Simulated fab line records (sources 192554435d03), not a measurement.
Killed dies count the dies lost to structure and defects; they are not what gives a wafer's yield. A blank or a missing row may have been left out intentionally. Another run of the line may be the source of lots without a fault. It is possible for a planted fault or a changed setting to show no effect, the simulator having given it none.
Chamber matching | flow n5Finfet | N5_BEOL_M1_DEP_57 on pecvd-02: 3 sister chambers
The step deposits SiCN from 3MS/NH3, target thk 8 nm, time 14 s. 14 wafers are shown with their chamber, then 7 later ones without.

== EACH WAFER AND ITS CHAMBER ==
wafer  | chamber | throttleValvePct (%) | showerheadPlenumPTorr (Torr)
L076.3 | 2       | 8.3                  | 3.667
L076.4 | 0       | 9.1                  | 3.669
L076.6 | 2       | 8.5                  | 3.668
L079.1 | 1       | 9.4                  | 3.668
L079.3 | 0       | 8.9                  | 3.659
L079.5 | 0       | 9.0                  | 3.666
L080.4 | 1       | 9.6                  | 3.663
L080.5 | 2       | 8.3                  | 3.659
L080.6 | 0       | 8.8                  | 3.656
L081.2 | 2       | 8.2                  | 3.667
L081.3 | 1       | 9.5                  | 3.669
L081.4 | 1       | 9.4                  | 3.658
L085.3 | 2       | 8.2                  | 3.670
L085.5 | 1       | 9.4                  | 3.663

SIGNATURES (averages over the wafers above)
reading               | chamber 0 | chamber 1 | chamber 2 | scatter within a chamber
throttleValvePct      | 8.950     | 9.460     | 8.300     | 0.114
showerheadPlenumPTorr | 3.66250   | 3.66420   | 3.66620   | 0.00485
Rule: distance of a wafer from a chamber = root of the sum over the readings of ((wafer's reading minus chamber's mean) / reading's scatter) squared. The wafer belongs to the nearest chamber; if the next one is less than 2 further off, it can't be placed. The scatter: the root of (the sum of the squares of (reading less its chamber's mean) over the shown wafers, divided by (wafers less chambers)).

== WAFERS WITH NO CHAMBER GIVEN ==
wafer  | throttleValvePct (%) | showerheadPlenumPTorr (Torr)
L085.6 | 8.4                  | 3.660
L088.1 | 9.7                  | 3.661
L088.5 | 8.4                  | 3.674
L088.6 | 10.0                 | 3.666
L091.1 | 8.8                  | 3.656
L091.4 | 9.6                  | 3.669
L091.5 | 8.6                  | 3.660

== WHICH CHAMBER EACH WENT THROUGH ==
wafer  | from the rows above     | in truth
L085.6 | 2                       | 2
L088.1 | 1                       | 1
L088.5 | 2                       | 2
L088.6 | 1                       | 1
L091.1 | 0                       | 0
L091.4 | 1                       | 1
L091.5 | can't be placed: 2 or 0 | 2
6 of 7 placed correctly. These rows do not allow placing 1 (true chamber among the candidates in 1). Wrongly placed: 0.
